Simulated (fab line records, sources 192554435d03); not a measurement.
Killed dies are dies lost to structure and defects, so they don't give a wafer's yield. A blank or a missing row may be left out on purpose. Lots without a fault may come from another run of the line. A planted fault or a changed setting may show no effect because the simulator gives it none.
One fault seen from 3 desks | flow n5_finfet | each desk has only its own numbers; what lay behind them comes last

THE TOOL OWNER'S DESK: ald_metal-01
The tool's own readings at N5_HKMG_FIN_ALD_79 (deposits TiN, target thk 1.5 nm, pulse time 1 s, purge time 3 s): means of the sampled wafers that have a number, for each lot that ran on this tool. A lot is out of limits, marked OUT, if its mean lies more than 4 standard deviations from the usual mean; the brackets give that distance.
Columns: A = heater_power_w at N5_HKMG_FIN_ALD_79, usual 910 W; B = precursor_pulse_height_rel at N5_HKMG_FIN_ALD_79, usual 1.001
lot  | first seen here | A   | B
L563 | day 4 09:59     | 931 | 1.009
L568 | day 5 13:34     | 876 | 0.982
L570 | day 6 02:02     | 913 | 1.018
L574 | day 7 03:24     | 996 | 1.010
L583 | day 9 08:20     | 896 | 1.001
L584 | day 9 17:28     | 921 | 0.986
L585 | day 9 22:03     | 975 | 1.017
This desk's finding: nothing out of limits on any of the 7 lots.

THE DEFECT DESK
What the inspections along the route counted, lot by lot: means of the sampled wafers that have a number. A lot is out of limits, marked OUT, if its mean lies more than 4 standard deviations from the usual mean; the brackets give that distance.
Columns: A = raw_defect_count at N5_DUMMY_REMOVAL_INSPECT_06, usual 12
lot  | first seen here | A
L563 | day 4 07:13     | 8
L568 | day 5 10:46     | 10
L570 | day 5 22:55     | 18
L573 | day 6 20:51     | 20
L574 | day 7 00:33     | 8
L575 | day 7 10:52     | 18
L579 | day 8 04:50     | 15
L582 | day 9 03:14     | 17
L583 | day 9 05:17     | 9
L584 | day 9 14:43     | 5
L585 | day 9 19:11     | 18
This desk's finding: nothing out of limits on any of the 11 lots.

THE METROLOGY DESK
What the gauges read, lot by lot, whatever tool the lot ran on: means of the sampled wafers that have a number. A lot is out of limits, marked OUT, if its mean lies more than 4 standard deviations from the usual mean; the brackets give that distance. Of its 11 readings 7 are shown: those that lie furthest out on some lot.
Columns: A = IOFF_N at N5_BEOL_M4_RC_MEAS_101, usual 0.16 nA/um; B = IOFF_P at N5_BEOL_M4_RC_MEAS_101, usual 0.21 nA/um; C = ION_N at N5_BEOL_M4_RC_MEAS_101, usual 675 uA/um; D = ION_P at N5_BEOL_M4_RC_MEAS_101, usual 460 uA/um; E = SS_N at N5_BEOL_M4_RC_MEAS_101, usual 71.4 mV/dec; F = VT_N at N5_BEOL_M4_RC_MEAS_101, usual 249 mV; G = VT_P at N5_BEOL_M4_RC_MEAS_101, usual -252 mV
lot  | first seen here | A    | B    | C   | D   | E    | F   | G
L563 | day 4 06:56     | 0.15 | 0.21 | 673 | 466 | 71.7 | 251 | -248
L568 | day 5 10:17     | 0.16 | 0.21 | 678 | 464 | 71.2 | 246 | -250
L570 | day 5 22:36     | 0.25 | 0.29 | 699 | 472 | 72.3 | 242 | -247
L573 | day 6 20:36     | 0.13 | 0.20 | 665 | 459 | 70.6 | 253 | -250
L574 | day 7 00:15     | 0.16 | 0.20 | 672 | 463 | 71.3 | 248 | -252
L575 | day 7 10:20     | 0.15 | 0.19 | 670 | 454 | 71.3 | 249 | -253
L579 | day 8 04:32     | 0.15 | 0.18 | 667 | 456 | 71.5 | 249 | -253
L582 | day 9 02:53     | 0.14 | 0.19 | 670 | 455 | 71.4 | 252 | -254
L583 | day 9 05:02     | 0.18 | 0.24 | 689 | 471 | 71.4 | 248 | -247
L584 | day 9 14:28     | 0.18 | 0.23 | 685 | 467 | 71.6 | 248 | -249
L585 | day 9 18:56     | 0.15 | 0.21 | 677 | 465 | 70.7 | 251 | -250
This desk's finding: nothing out of limits on any of the 11 lots.

PUT TOGETHER
The tool owner's desk saw nothing out of limits.
The defect desk saw nothing out of limits.
The metrology desk saw nothing out of limits.

WHAT THE SIMULATOR HAD PUT IN
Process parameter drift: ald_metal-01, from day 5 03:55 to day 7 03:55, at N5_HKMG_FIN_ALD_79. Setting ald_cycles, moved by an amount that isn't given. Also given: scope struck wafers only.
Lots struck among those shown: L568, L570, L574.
